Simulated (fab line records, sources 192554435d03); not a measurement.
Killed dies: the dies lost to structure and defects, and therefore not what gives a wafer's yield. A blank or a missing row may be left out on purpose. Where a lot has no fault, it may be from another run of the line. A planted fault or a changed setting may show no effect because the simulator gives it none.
fab line records	flow n5-finfet
record lots=4	wafers=12	last-day=17
route steps=1938 shown BEOL_M0@739 BEOL_M1@751 BEOL_M4@1111 PASSIVATION@1936
lots with no fault: from the same line, run without faults
start-h: hours from the record's first day to the start of the lot's first wafer shown	wait-h: hours elapsed since this lot's preceding step	" as in the row above	L1.1+2: several wafers, shown together as one row	- no value, or no start was given	* or withheld: withheld	< > ~ a bound
route shown NAME@n: NAME is a module with steps in the file, n the number in the route of the first one	usual: mean and standard deviation over wafers with no fault	same: alike in all rows	chamber/n: place in a boat	sites: readings site by site	_std_site: their standard deviation	_edge_site: the outer-site mean with the inner-site mean subtracted	radius-mm: how far each site lies from the wafer's centre	mask NAME#n: copy n	behind: the most recent tool/chamber to have shaped the wafer	hold: why the lot went on hold/how many hours it stayed there/how the hold came to an end	device: names the non-switching transistor (n, p or np)	end of line: tests of these same wafers at the route's end	a step without rows: its recipe alone	killed: count of dies lost to structure and defects at first sort (not the wafer's yield)	map: dies across one wafer; x = killed, . = not, _ = none there
set.NAME: setting as actually run; set.NAME@STEP: the setting as run at that earlier step	model.NAME: the simulator's own value behind a step, which no gauge read
lots seen at some steps along the route; tables by step, rows by wafer
services: the hour from which a tool's chamber was out of use, counted from the record's first day as start-h (under 0 if before that day), plus the number of hours and why
## steps
# step N5_BEOL_M0_ANNEAL_135
# recipe temp-c=400	time-s=60	ambient=vacuum
# step N5_BEOL_M0_SPUTTER_141
# recipe material=Cu	target-thk-a=40	temp-c=-20	chamber-pressure-pa=0.07	power-w=withheld	time-s=7.37
# step N5_BEOL_M0_ECD_118
# recipe material=Cu	target-thk-a=3000
# step N5_BEOL_M0_ANNEAL_119
# recipe temp-c=225	time-s=90	ambient=N2
# step N5_BEOL_M0_CMP_120
# recipe stop-on=SiOC	t-overpolish-s=6.9	down-force-psi=1	platen-rpm=50	clearing-platen-down-force-psi=1.5	clearing-platen-rpm=50	post-cmp-clean=cu-alkaline	clearing-platen-pad-velocity-m-s=0.99484	pad-velocity-m-s=0.99484
# step N5_BEOL_M0_PRE_CLEAN_131
# recipe gas=NH3/H2	time-s=15	temp-c=*	rf-power-w=300
# step N5_BEOL_M0_CO_CAP_123
# recipe material=Co	target-thk-a=20	temp-c=200	precursor=CCTBA/H2	pressure-torr=30	time-s=102.1
# step N5_BEOL_M0_PRE_CLEAN_124
# recipe gas=NH3	time-s=15	temp-c=withheld	rf-power-w=300
# step N5_BEOL_M0_DEP_125
# recipe material=SiCN	target-thk-a=80	temp-c=withheld	precursor=3MS/NH3	pressure-torr=3	rf-w=202	time-s=14
# step N5_BEOL_M1_ILD_DEP_00
# recipe material=SiOC	target-thk-a=790	temp-c=350	precursor=DEMS/O2	pressure-torr=5	rf-w=500	time-s=15.3
# usual heater-power-w=514/68	showerhead-plenum-p-Torr=5.694/0.016	throttle-valve-pct=12.0/0.59
lot.wafer	tool	chamber	start-h	wait-h	heater-power-w	showerhead-plenum-p-Torr	since-wet-clean-h	throttle-valve-pct	model.SiOC_of_BEOL_M1_ILD_DEP_00.thk-nm
L866.1	pecvd-03	0	140.34	0.0	609	5.702	1025	13.0	77.8
L866.2	"	2	"	"	410	5.705	271	11.0	78.6
L866.3	"	1	"	"	592	5.655	1750	12.5	78.4
L869.1	pecvd-03	0	155.57	0.0	645	5.707	1041	12.8	74.2
L869.5	"	0	"	"	639	5.705	-	12.8	75.4
L869.6	"	1	"	"	570	5.685	-	12.6	77.6
L870.1	pecvd-03	0	164.66	0.0	617	5.712	1050	12.7	74.4
L870.3	"	1	"	"	605	5.665	1775	12.6	76.6
L870.4	"	2	"	"	421	5.700	-	11.2	78.8
L884.2	pecvd-02	0	238.78	0.0	528	5.723	761	11.7	78
L884.3	"	2	"	"	485	5.695	7	11.3	78.4
L884.4	"	0	"	"	544	5.696	-	12.2	79.2
# step N5_BEOL_M1_THK_MEAS_01
# recipe reads=SiOC_of_BEOL_M1_ILD_DEP_00
# usual M1_ILD_THK=78.3/1
lot.wafer	tool	chamber	start-h	wait-h	M1_ILD_THK[nm]
L866.1	film-metro-01	-	140.41	0.0	77.8
L866.2	"	-	"	"	78.6
L866.3	"	-	"	"	78.3
L869.1	film-metro-01	-	155.65	0.1	74.1
L869.5	"	-	"	"	75.3
L869.6	"	-	"	"	77.7
L870.1	film-metro-01	-	164.72	0.0	74.4
L870.3	"	-	"	"	76.6
L870.4	"	-	"	"	78.9
L884.2	film-metro-01	-	238.84	0.1	77.9
L884.3	"	-	"	"	78.4
L884.4	"	-	"	"	79.2
# step N5_BEOL_M1_PECVD_72
# recipe material=SiO2	target-thk-a=160	temp-c=400	precursor=TEOS/O2	pressure-torr=5.5	rf-w=450	teos-flow-sccm=53.8	gas=O2	flow-sccm=3000	time-s=18
# step N5_BEOL_M1_HM_DEP_02
# recipe material=TiN	target-thk-a=200	temp-c=25	chamber-pressure-pa=0.49996
# step N5_BEOL_M1_COAT_61
# recipe resist=SOC	temp-c=250	time-s=60	spin-rpm=1500	resist-thk-nm=60
# step N5_BEOL_M1_COAT_62
# recipe resist=SiARC	temp-c=220	time-s=60	spin-rpm=1500	resist-thk-nm=12
# step N5_BEOL_M1_COAT_73
# recipe resist=underlayer	temp-c=205	time-s=60	spin-rpm=1500	resist-thk-nm=5
# step N5_BEOL_M1_COAT_05
# recipe resist=CAR-EUV	spin-rpm=1500	resist-thk-nm=30
# step N5_BEOL_M1_EBR_07
# recipe solvent=PGMEA	ebr-width-mm=1.5
# step N5_BEOL_M1_SOFTBAKE_06
# recipe temp-c=110	time-s=60	resist=CAR-EUV
# step N5_BEOL_M1_EXPOSE_08
# recipe mask-id=M1	na=0.33	source-shape=dipole	sigma-inner=0.369	sigma-outer=0.767	polarization=unpolarized	dose-mj=33
# step N5_BEOL_M1_PEB_09
# recipe peb-temp-c=100	peb-time-s=60	resist=CAR-EUV
# step N5_BEOL_M1_DEVELOP_10
# recipe develop-time-s=30	developer=TMAH	resist=CAR-EUV	rinse-liquid=surfactant-rinse	dry=air-spin	dev-temp-c=23
# step N5_BEOL_M1_DESCUM_16
# recipe chemistry=O2	time-s=7	source-power-w=50	bias-power-w=20	pressure-mtorr=20	rf-frequency-hz=2.712e+07	temp-c=40	resist=CAR-EUV	o2-flow-sccm=225
# step N5_BEOL_M1_ETCH_74
# recipe chemistry=N2/H2	target=underlayer	target-depth-a=65	mask-material=CAR-EUV	time-s=5.2	ion-energy-ev=200	pressure-mtorr=30	source-w=840	bias-w=150	n2-flow-sccm=200	h2-flow-sccm=200	ends=cleared
# step N5_BEOL_M1_ETCH_63
# recipe chemistry=CF4	target=SiARC	target-depth-a=156	mask-material=CAR-EUV	time-s=26	ion-energy-ev=80	pressure-mtorr=40	source-w=545	bias-w=36	Ar_flow_sccm=100	cf4-flow-sccm=100	ends=cleared
# step N5_BEOL_M1_ETCH_64
# recipe chemistry=N2/H2	target=SOC	target-depth-a=750	overetch-a=150	mask-material=SiARC	temp-c=40	time-s=112.5	ion-energy-ev=200	pressure-mtorr=30	source-w=840	bias-w=150	n2-flow-sccm=200	h2-flow-sccm=200
# step N5_BEOL_M1_STRIP_65
# recipe chemistry=N2/H2	temp-c=40	n2-flow-sccm=200	h2-flow-sccm=200	rf-frequency-hz=6e+07
# step N5_BEOL_M1_STRIP_75
# recipe chemistry=N2/H2	temp-c=40	n2-flow-sccm=200	h2-flow-sccm=200	rf-frequency-hz=6e+07
# step N5_BEOL_M1_STRIP_66
# recipe chemistry=CF4	resist=SiARC	power-w=300	bias-power-w=75	pressure-mtorr=50	cf4-flow-sccm=150	rf-frequency-hz=6e+07
# step N5_BEOL_M1_HM_OPEN_17
# recipe chemistry=Cl2/BCl3	target-depth-a=200	overetch-a=60	target=TiN	mask-material=SOC	ion-energy-ev=150	pressure-mtorr=10	icp-w=1000	bias-w=126	Cl2_flow_sccm=53.25	bcl3-flow-sccm=21.75	Ar_flow_sccm=25
# step N5_BEOL_M1_STRIP_19
# recipe chemistry=O2	power-w=400	temp-c=40	pressure-mtorr=30	rf-frequency-hz=6e+07	bias-power-w=0	overash-fraction=0.2	o2-flow-sccm=225
# step N5_BEOL_M1_COAT_67
# recipe resist=SOC	temp-c=250	time-s=60	spin-rpm=1500	resist-thk-nm=60
# step N5_BEOL_M1_COAT_68
# recipe resist=SiARC	temp-c=220	time-s=60	spin-rpm=1500	resist-thk-nm=12
# step N5_BEOL_M1_COAT_76
# recipe resist=underlayer	temp-c=205	time-s=60	spin-rpm=1500	resist-thk-nm=5
# step N5_BEOL_M1_COAT_22
# recipe resist=CAR-EUV	spin-rpm=1500	resist-thk-nm=30
# step N5_BEOL_M1_CMP_52
# recipe stop-on=SiOC	t-overpolish-s=6.8	down-force-psi=1	platen-rpm=50	clearing-platen-down-force-psi=1.5	clearing-platen-rpm=50	post-cmp-clean=cu-alkaline	target-thk-nm=40	clearing-platen-pad-velocity-m-s=0.99484	pad-velocity-m-s=0.99484
# usual barrier-field-endpoint-s=24.6/0.68	clearing-platen-down-force-psi=1.4999/0.0029	clearing-platen-rpm=49.998/0.028	head-pressure-psi=0.9999/0.0021	motor-current-A=6.0/0.73	overpolish-run-s=6.800/0.0085	slurry-flow-ml-min=150.0/0.52	time-to-endpoint-s=62/3.8
lot.wafer	tool	chamber	start-h	wait-h	barrier-field-endpoint-s	clearing-platen-down-force-psi	clearing-platen-rpm	head-pressure-psi	motor-current-A	overpolish-run-s	slurry-flow-ml-min	time-to-endpoint-s	model.SiOC_of_BEOL_M1_ILD_DEP_00.thk-nm
L866.2	cmp-04	2	148.86	0.2	25.6	1.4972	50.004	0.9990	5.8	6.806	150.6	69	77.6
L866.1	"	0	"	"	24.6	1.5030	50.032	1.0006	6.4	6.805	148.8	66	76.8
L866.3	"	1	"	"	25.1	1.4965	50.031	0.9981	5.4	6.794	150.2	63	77.4
L869.1	cmp-04	3	166.98	0.3	23.1	1.5033	50.003	1.0046	6.9	6.798	150.2	57	73.2
L869.6	"	3	"	"	23.1	1.5044	50.005	1.0010	6.7	6.797	150.1	56	76.6
L869.5	"	0	"	"	23.7	1.4996	50.017	1.0009	6.5	6.806	149.7	62	74.4
L870.4	cmp-02	3	178.68	0.1	23.8	1.4941	49.941	1.0035	5.5	6.787	150.1	57	77.8
L870.3	"	1	"	"	24.2	1.4966	49.976	1.0015	7.5	6.786	150.2	55	75.6
L870.1	"	2	"	"	24.4	1.4967	49.990	1.0026	5.5	6.800	149.5	61	73.4
L884.2	cmp-04	0	250.86	0.2	24.8	1.5035	50.032	1.0038	6.2	6.803	150.2	66	77
L884.3	"	1	"	"	24.2	1.4987	49.955	0.9963	5.5	6.794	150.2	60	77.4
L884.4	"	2	"	"	25.5	1.4939	50.040	1.0020	5.2	6.808	149.6	70	78.2
# step N5_BEOL_M4_RC_MEAS_101
# usual DIBL_N=36.4/1.6	DIBL_P=36.2/1.8	IOFF_N=0.159/0.029	IOFF_P=0.21/0.034	ION_N=670/12	ION_P=459/8.2	SS_N=71.5/0.59	SS_P=73.2/0.54	VT_N=250/3.3	VT_P=-250/3.7
lot.wafer	tool	chamber	start-h	wait-h	DIBL_N[mV/V]	DIBL_P[mV/V]	IOFF_N[nA/um]	IOFF_P[nA/um]	ION_N[uA/um]	ION_P[uA/um]	SS_N[mV/dec]	SS_P[mV/dec]	VT_N[mV]	VT_P[mV]
L866.1	prober-02	0	203.63	0.0	34.2	31.6	0.120	0.18	654	455	70.5	72.3	253	-250
L866.2	"	0	"	"	34.3	32.4	0.126	0.19	663	454	71.2	72.0	252	-245
L866.3	"	0	"	"	37.1	36.5	0.160	0.25	676	469	70.9	74.0	249	-246
L870.1	prober-01	0	216.57	0.0	34.2	34.3	0.129	0.20	666	457	70.5	72.3	249	-251
L870.3	"	0	"	"	35.8	36.2	0.162	0.22	677	465	72.7	73.8	246	-247
L870.4	"	0	"	"	35.6	35.2	0.148	0.21	679	461	71.7	73.2	250	-246
L869.1	prober-02	0	217.70	0.0	36.9	38.3	0.168	0.21	670	454	71.9	73.0	248	-253
L869.5	"	0	"	"	35.8	37.0	0.154	0.19	668	457	71.7	73.5	250	-251
L869.6	"	0	"	"	36.5	38.1	0.169	0.22	677	468	72.0	73.5	249	-250
L884.2	prober-02	0	304.25	0.2	36.5	34.4	0.146	0.17	665	455	72.2	72.6	250	-253
L884.3	"	0	"	"	37.5	36.1	0.160	0.21	666	459	72.0	73.2	249	-252
L884.4	"	0	"	"	37.6	35.4	0.173	0.19	684	461	71.6	73.4	247	-250
# step N5_PASSIVATION_PROBE_49
# usual defect-limited-yield=91.1/1.5	killed_at_M0_to_M3=33/9.9	killed_at_M4_up=14/5.2	killed-at-contacts=12/6.7	killed-at-front-end=43/13	killed-at-other=3.4/2.7	killed-dies=105/17	killed-open=69/13	killed-short=33/7.5	sort_bin_5_function=5.2/0.91	sort_bin_6_memory=3.3/0.71	sort-n-pass=1075/17	sort-yield-pct=91.1/1.5
# same gross-dies=1180	killed-at-back-side=0	sort_bin_4_leakage[%]=0	sort_bin_8_speed[%]=0
lot.wafer	tool	chamber	start-h	wait-h	defect-limited-yield[%]	killed_at_M0_to_M3	killed_at_M4_up	killed-at-contacts	killed-at-front-end	killed-at-other	killed-dies	killed-open	killed-short	sort_bin_5_function[%]	sort_bin_6_memory[%]	sort-n-pass	sort-yield-pct[%]
L866.1	prober-02	-	316.21	0.0	91.1	30	10	10	45	10	105	68	30	4.8	3.1	1075	91.1
L866.2	prober-02	-	316.26	0.1	91.0	47	17	4	33	5	106	72	34	5.3	3.6	1074	91.0
L866.3	prober-02	-	316.31	0.1	91.9	39	13	14	28	2	96	66	30	3.8	4.0	1084	91.9
L869.1	prober-01	-	316.83	0.0	91.2	28	19	12	40	5	104	74	30	5.2	3.4	1076	91.2
L869.5	prober-01	-	317.03	0.2	89.8	27	18	6	64	5	120	72	45	5.9	4.0	1060	89.8
L869.6	prober-01	-	317.08	0.3	90.1	31	17	4	58	7	117	70	43	5.8	3.6	1063	90.1
L870.1	prober-01	-	328.79	0.0	90.5	20	7	19	54	12	112	74	35	5.7	3.5	1068	90.5
L870.3	prober-01	-	328.89	0.1	92.5	12	8	20	46	2	88	55	33	4.1	3.2	1092	92.5
L870.4	prober-01	-	328.94	0.2	90.3	19	15	19	61	0	114	81	31	4.7	4.7	1066	90.3
L884.2	prober-02	-	406.82	0.1	88.8	34	23	17	57	1	132	81	49	6.2	4.8	1048	88.8
L884.3	prober-02	-	406.87	0.1	89.4	33	24	10	56	2	125	71	48	6.4	3.6	1055	89.4
L884.4	prober-02	-	406.92	0.2	89.5	38	18	18	47	3	124	83	39	6.4	3.8	1056	89.5
# killed by level:class
L866.1 BEOL_M2:geometric-particle:open=12 MOL_CONTACT_COAG:geometric-particle:open=8 STI_FIN_REVEAL:geometric-particle:open=7 HKMG_FIN:area-etch=7 FIN_SAQP:geometric-particle:short=6 DUMMY_GATE:geometric-particle:open=5 GATE_CUT:geometric-particle:short=5 BEOL_M3:geometric-particle:open=5
L866.2 BEOL_M0:geometric-particle:open=15 BEOL_M2:geometric-particle:open=11 STI_FIN_REVEAL:geometric-particle:open=8 BEOL_M0_SAQP:geometric-particle:short=7 GATE_CUT:geometric-particle:open=6 BEOL_M4:geometric-particle:open=6 GATE_CUT:geometric-particle:short=5 BEOL_M0_SAQP:geometric-particle:open=4
L866.3 MOL_CONTACT_COAG:geometric-particle:open=11 BEOL_M2:geometric-particle:open=9 GATE_CUT:geometric-particle:short=8 BEOL_M0_SAQP:geometric-particle:open=8 BEOL_M0_SAQP:geometric-particle:short=6 BEOL_M4:geometric-particle:open=5 FIN_SAQP:geometric-particle:open=4 BEOL_M1:geometric-particle:open=4
L869.1 DUMMY_GATE:geometric-particle:open=13 MOL_CONTACT_COAG:geometric-particle:open=11 BEOL_M0_SAQP:geometric-particle:open=8 BEOL_M0_SAQP:geometric-particle:short=7 BEOL_M3:geometric-particle:open=6 FIN_SAQP:geometric-particle:short=5 STI_FIN_REVEAL:geometric-particle:open=5 BEOL_M5:geometric-particle:open=5
L869.5 FIN_SAQP:geometric-particle:open=19 FIN_SAQP:geometric-particle:short=12 BEOL_M0_SAQP:geometric-particle:open=10 BEOL_M5:geometric-particle:open=9 GATE_CUT:geometric-particle:short=8 DUMMY_GATE:geometric-particle:open=7 BEOL_M0_SAQP:geometric-particle:short=7 MOL_CONTACT_COAG:geometric-particle:short=4
L869.6 FIN_SAQP:geometric-particle:short=14 STI_FIN_REVEAL:geometric-particle:open=12 FIN_SAQP:geometric-particle:open=9 BEOL_M0_SAQP:geometric-particle:open=9 DUMMY_GATE:geometric-particle:open=9 BEOL_M0_SAQP:geometric-particle:short=9 BEOL_M4:geometric-particle:open=7 MOL_CONTACT_COAG:geometric-particle:open=4
L870.1 MOL_CONTACT_COAG:geometric-particle:open=18 STI_FIN_REVEAL:geometric-particle:open=14 FIN_SAQP:geometric-particle:open=11 FIN_SAQP:geometric-particle:short=9 BEOL_M2:geometric-particle:open=6 BEOL_M0_SAQP:geometric-particle:short=5 DUMMY_GATE:geometric-particle:open=4 GATE_CUT:geometric-particle:short=4
L870.3 MOL_CONTACT_COAG:geometric-particle:open=14 FIN_SAQP:geometric-particle:short=13 FIN_SAQP:geometric-particle:open=9 DUMMY_GATE:geometric-particle:open=6 MOL_CONTACT_COAG:geometric-particle:short=6 BEOL_M4:geometric-particle:open=5 STI_FIN_REVEAL:geometric-particle:short=4 BEOL_M0_SAQP:geometric-particle:open=3
L870.4 MOL_CONTACT_COAG:geometric-particle:open=15 FIN_SAQP:geometric-particle:short=14 FIN_SAQP:geometric-particle:open=14 STI_FIN_REVEAL:geometric-particle:open=11 BEOL_M0_SAQP:geometric-particle:open=11 BEOL_M4:geometric-particle:open=6 DUMMY_GATE:geometric-particle:open=4 MOL_CONTACT_COAG:geometric-particle:short=4
L884.2 FIN_SAQP:geometric-particle:short=15 STI_FIN_REVEAL:geometric-particle:open=12 MOL_CONTACT_COAG:geometric-particle:open=11 BEOL_M2:geometric-particle:open=8 FIN_SAQP:geometric-particle:open=7 BEOL_M0:geometric-particle:open=7 BEOL_M4:geometric-particle:open=7 MOL_CONTACT_COAG:geometric-particle:short=6
L884.3 FIN_SAQP:geometric-particle:short=17 MOL_CONTACT_COAG:geometric-particle:open=10 STI_FIN_REVEAL:geometric-particle:open=7 BEOL_M3:geometric-particle:open=7 BEOL_M5:geometric-particle:short=7 FIN_SAQP:geometric-particle:open=6 BEOL_M0_SAQP:geometric-particle:open=5 BEOL_M0_SAQP:geometric-particle:short=5
L884.4 MOL_CONTACT_COAG:geometric-particle:open=15 FIN_SAQP:geometric-particle:short=13 FIN_SAQP:geometric-particle:open=11 BEOL_M0_SAQP:geometric-particle:open=10 BEOL_M5:geometric-particle:open=7 BEOL_M1:geometric-particle:open=6 STI_FIN_REVEAL:geometric-particle:open=6 BEOL_M0_SAQP:geometric-particle:short=6
## services
tool	chamber	start-h	hours	kind
pecvd-02	1	119.52	2.1	scheduled-down
pecvd-03	1	132.31	3.7	repair
pecvd-02	-	149.95	0.2	repair
pecvd-03	2	154.16	5.0	repair
cmp-04	-	154.17	0.5	repair
pecvd-02	-	163.60	0.6	repair
pecvd-02	-	181.91	2.8	pm
pecvd-02	2	202.38	-	clean
pecvd-02	2	202.38	-	consumable-replace:showerhead
pecvd-02	2	202.38	29.0	scheduled-down
pecvd-02	2	202.38	29.0	vent-cycle
cmp-02	-	212.68	4.0	pm
pecvd-03	1	214.97	2.1	scheduled-down
cmp-02	-	216.68	-	consumable-replace:conditioner
cmp-02	-	216.68	-	consumable-replace:pad
cmp-04	-	217.00	5.3	pm
## key
first-sign step=N5_BEOL_M1_THK_MEAS_01	reading=M1_ILD_THK	direction=down	sigmas=3.7	usual=78.3	struck=74.6
effect none on later readings
model-effect step=N5_BEOL_M1_ILD_DEP_00	value=SiOC_of_BEOL_M1_ILD_DEP_00.thk-nm	without=77	struck=74.67
model-effect step=N5_BEOL_M1_CMP_52	value=SiOC_of_BEOL_M1_ILD_DEP_00.thk-nm	without=76.07	struck=73.67
met-at N5_BEOL_M1_ILD_DEP_00
struck-wafers L869.1,L869.5,L870.1
onset-between 140.34 155.57
fault kind=process-parameter-drift	tool=pecvd-03	chamber=-	onset-h=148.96	steps=N5_BEOL_M1_ILD_DEP_00	channel=time-s	offset=*	shape=step	end-h=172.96	scope=struck-wafers-only	acts-in=*	stated=*
